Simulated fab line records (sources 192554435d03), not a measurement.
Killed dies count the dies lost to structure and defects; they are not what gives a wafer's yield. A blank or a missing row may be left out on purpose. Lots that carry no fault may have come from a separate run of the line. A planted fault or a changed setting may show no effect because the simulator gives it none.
Which tool is to blame? / flow n5 finfet / 36 wafers sampled from 12 lots at 1 step of a route of 1938

== WHAT THE GAUGES READ, wafer by wafer ==
N5_BEOL_M11_CD_MEAS_28: the cd target is 70 nm.
lot=L076; measured=day 10 06:43; on=cd sem-02; cd nm (nm)=72.1 70.6 71.2
lot=L077; measured=day 11 07:49; on=cd sem-03; cd nm (nm)=69.9 69.4 70.2
lot=L081; measured=day 11 16:56; on=cd sem-03; cd nm (nm)=69.4 68.8 70.8
lot=L078; measured=day 11 17:17; on=cd sem-02; cd nm (nm)=69.5 68.7 71.3
lot=L083; measured=day 12 16:34; on=cd sem-01; cd nm (nm)=71.1 69.9 69.7
lot=L085; measured=day 13 00:44; on=cd sem-02; cd nm (nm)=68.8 69.1 67.8
lot=L088; measured=day 13 14:35; on=cd sem-02; cd nm (nm)=69.3 69.5 68.2
lot=L089; measured=day 14 07:49; on=cd sem-01; cd nm (nm)=70.0 69.2 70.3
lot=L092; measured=day 14 13:26; on=cd sem-03; cd nm (nm)=70.7 70.0 70.3
lot=L093; measured=day 14 21:29; on=cd sem-03; cd nm (nm)=70.2 69.8 69.6
lot=L095; measured=day 15 06:12; on=cd sem-03; cd nm (nm)=70.6 70.7 69.9
lot=L097; measured=day 16 06:17; on=cd sem-03; cd nm (nm)=69.0 68.6 70.0

== TOOL THAT RAN EACH LOT (tool first, then ch and the chambers of the sampled wafers, then the start) ==
There is no process step in the record ahead of these readings.

== THE ANSWER, worked out from the rows above alone ==
Rule: the usual values come from the lots themselves. Put in order of their means at a reading, lots are off if they are a third of the lots or fewer, leave a main group of 4 or more, and stand apart from it by a gap of 3 or more times the standard deviation of the main group's means; of several such gaps the widest counts. A main group is skipped when, at the precision printed for the reading in the tables above, its means are all equal. A lot without any number at a reading at which 4 lots or more have one is off too. Where the step has rows for the other lots, those lots are counted as sound.
Across all readings shown, no lot is off: no conclusion can be drawn from this.

== WHAT THE SIMULATOR HAD PUT IN ==
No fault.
